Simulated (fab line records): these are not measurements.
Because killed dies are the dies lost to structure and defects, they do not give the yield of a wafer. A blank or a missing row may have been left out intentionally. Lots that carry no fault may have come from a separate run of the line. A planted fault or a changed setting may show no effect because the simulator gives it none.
Matching of chambers -- flow n5_finfet -- 4 sister chambers for N5_HKMG_FIN_HK_ALD_01 on ald_hk-03
The step deposits HfO2, target thk 1.6 nm, pulse time 3 s, purge time 3 s. 14 wafers are shown with their chamber, then 7 later ones without.

== WAFERS WITH THEIR CHAMBER ==
wafer,chamber,precursor_pulse_height_rel
L080.2,0,0.999
L080.4,3,0.974
L080.5,2,1.002
L083.3,1,1.021
L083.4,2,1.026
L083.6,0,0.973
L085.2,0,0.988
L085.3,3,1.006
L085.6,0,0.986
L086.2,0,0.966
L086.3,3,0.954
L086.6,0,0.972
L088.2,0,1.002
L088.4,2,0.963

SIGNATURES, as means of the wafers listed above
reading,chamber 0,chamber 1,chamber 2,chamber 3,scatter within a chamber
precursor_pulse_height_rel,0.98371,1.02100,0.99700,0.97800,0.0213
Rule: for a wafer and a chamber, the distance is found by dividing, reading by reading, the gap between the wafer's reading and the chamber's mean by the reading's scatter, squaring, summing and taking the root. If the next closest chamber is less than 2 further off than the closest, the wafer can't be placed; otherwise it belongs to the closest. The scatter: the root of (the sum of the squares of (reading less its chamber's mean) over the shown wafers, divided by (wafers less chambers)).

== WAFERS WHOSE CHAMBER IS MISSING ==
wafer,precursor_pulse_height_rel
L088.6,0.988
L091.3,1.033
L091.4,1.016
L091.6,1.009
L094.1,0.956
L094.4,0.995
L094.6,0.997

== WHICH CHAMBER EACH ONE RAN IN ==
wafer,from the rows above,in truth
L088.6,can't be placed: 0 or 2 or 3 or 1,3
L091.3,can't be placed: 1 or 2 or 0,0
L091.4,can't be placed: 1 or 2 or 0 or 3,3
L091.6,can't be placed: 2 or 1 or 0 or 3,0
L094.1,can't be placed: 3 or 0 or 2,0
L094.4,can't be placed: 2 or 0 or 3 or 1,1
L094.6,can't be placed: 2 or 0 or 3 or 1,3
0 of 7 placed correctly. Can't be placed from these rows: 7 (the true chamber is among the candidates in 7). Number placed wrongly: 0.
